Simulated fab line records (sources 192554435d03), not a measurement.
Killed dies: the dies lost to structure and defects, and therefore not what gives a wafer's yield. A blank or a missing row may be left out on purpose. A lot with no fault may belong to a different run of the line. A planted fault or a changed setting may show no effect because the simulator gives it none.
Chamber matching / flow n5Finfet / rieDiel-03 running N5_FIN_SAQP_STRIP_55: 4 sister chambers
The step strips in N2/H2. 8 wafers are shown with their chamber, then 7 later ones without.

## WAFERS WITH THEIR CHAMBER
wafer=L080.1; chamber=0; showerheadPlenumPTorr (Torr)=3.33; drypumpMotorCurrentA (A)=6.1
wafer=L080.6; chamber=1; showerheadPlenumPTorr (Torr)=3.43; drypumpMotorCurrentA (A)=5.5
wafer=L088.6; chamber=3; showerheadPlenumPTorr (Torr)=3.27; drypumpMotorCurrentA (A)=6.3
wafer=L089.3; chamber=2; showerheadPlenumPTorr (Torr)=3.38; drypumpMotorCurrentA (A)=5.4
wafer=L089.4; chamber=0; showerheadPlenumPTorr (Torr)=3.32; drypumpMotorCurrentA (A)=6.1
wafer=L089.6; chamber=2; showerheadPlenumPTorr (Torr)=3.38; drypumpMotorCurrentA (A)=5.4
wafer=L092.1; chamber=1; showerheadPlenumPTorr (Torr)=3.42; drypumpMotorCurrentA (A)=5.4
wafer=L092.4; chamber=3; showerheadPlenumPTorr (Torr)=3.27; drypumpMotorCurrentA (A)=6.3

## WAFERS MISSING THEIR CHAMBER
wafer=L092.5; showerheadPlenumPTorr (Torr)=3.31; drypumpMotorCurrentA (A)=6.1
wafer=L096.4; showerheadPlenumPTorr (Torr)=3.26; drypumpMotorCurrentA (A)=6.3
wafer=L096.5; showerheadPlenumPTorr (Torr)=3.37; drypumpMotorCurrentA (A)=5.4
wafer=L096.6; showerheadPlenumPTorr (Torr)=3.26; drypumpMotorCurrentA (A)=6.4
wafer=L097.1; showerheadPlenumPTorr (Torr)=3.42; drypumpMotorCurrentA (A)=5.5
wafer=L097.2; showerheadPlenumPTorr (Torr)=3.31; drypumpMotorCurrentA (A)=6.1
wafer=L097.5; showerheadPlenumPTorr (Torr)=3.37; drypumpMotorCurrentA (A)=5.4

## CHAMBER TAKEN BY EACH
wafer=L092.5; from the rows above=0; in truth=0
wafer=L096.4; from the rows above=3; in truth=3
wafer=L096.5; from the rows above=2; in truth=2
wafer=L096.6; from the rows above=3; in truth=3
wafer=L097.1; from the rows above=1; in truth=1
wafer=L097.2; from the rows above=0; in truth=0
wafer=L097.5; from the rows above=2; in truth=2
7 of 7 placed correctly. Can't be placed from these rows: 0. 0 placed wrongly.
How it was worked out, from the rows above alone: a wafer's distance from a chamber is the root of the sum, over the readings, of the square of ((its reading less the chamber's mean) divided by the reading's scatter). The wafer belongs to the nearest chamber; if the next one is less than 2 further off, it can't be placed. For every chamber, the mean is computed from those of its wafers that are shown. How the scatter is found: for the shown wafers, subtract from each reading the mean of its chamber, square and add these, divide the total by (wafers less chambers), then take the root.
